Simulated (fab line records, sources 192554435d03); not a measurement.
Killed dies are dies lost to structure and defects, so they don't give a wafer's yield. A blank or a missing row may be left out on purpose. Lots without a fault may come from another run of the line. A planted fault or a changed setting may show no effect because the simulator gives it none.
Chamber matching | flow n5_finfet | N5_BEOL_M1_STRIP_36 on rie_diel-01: 4 sister chambers
The step strips in N2/H2. 4 wafers are shown with their chamber, then 11 later ones without.

WAFERS WITH THEIR CHAMBER
wafer  | chamber | throttle_valve_pct (%)
L084.6 | 0       | 23.8
L090.2 | 1       | 23.3
L090.3 | 2       | 23.6
L089.3 | 3       | 23.2

WAFERS WITHOUT THEIR CHAMBER
wafer  | throttle_valve_pct (%)
L089.4 | 23.6
L089.5 | 23.6
L092.2 | 23.7
L092.5 | 23.7
L092.6 | 23.2
L093.1 | 23.2
L093.2 | 23.6
L093.3 | 23.3
L096.1 | 23.3
L096.2 | 23.9
L096.4 | 23.2

WHICH CHAMBER EACH WENT THROUGH
wafer  | from the rows above     | in truth
L089.4 | 2                       | 2
L089.5 | 2                       | 2
L092.2 | can't be placed: 2 or 0 | 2
L092.5 | can't be placed: 2 or 0 | 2
L092.6 | can't be placed: 3 or 1 | 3
L093.1 | can't be placed: 3 or 1 | 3
L093.2 | 2                       | 2
L093.3 | can't be placed: 1 or 3 | 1
L096.1 | can't be placed: 1 or 3 | 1
L096.2 | 0                       | 0
L096.4 | can't be placed: 3 or 1 | 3
Placed correctly: 4 of 11. Can't be placed from these rows: 7 (the true chamber is among the candidates in 7). Placed wrongly: 0.
How it was worked out, from the rows above alone: a wafer's distance from a chamber is the root of the sum, over the readings, of the square of ((its reading less the chamber's mean) divided by the reading's scatter). The wafer belongs to the nearest chamber; if the next one is less than 2 further off, it can't be placed. A chamber's mean is the mean of its shown wafers. The scatter: with one shown wafer a chamber, the root of the mean of the squares of how far each hidden wafer lies from its nearest shown one.
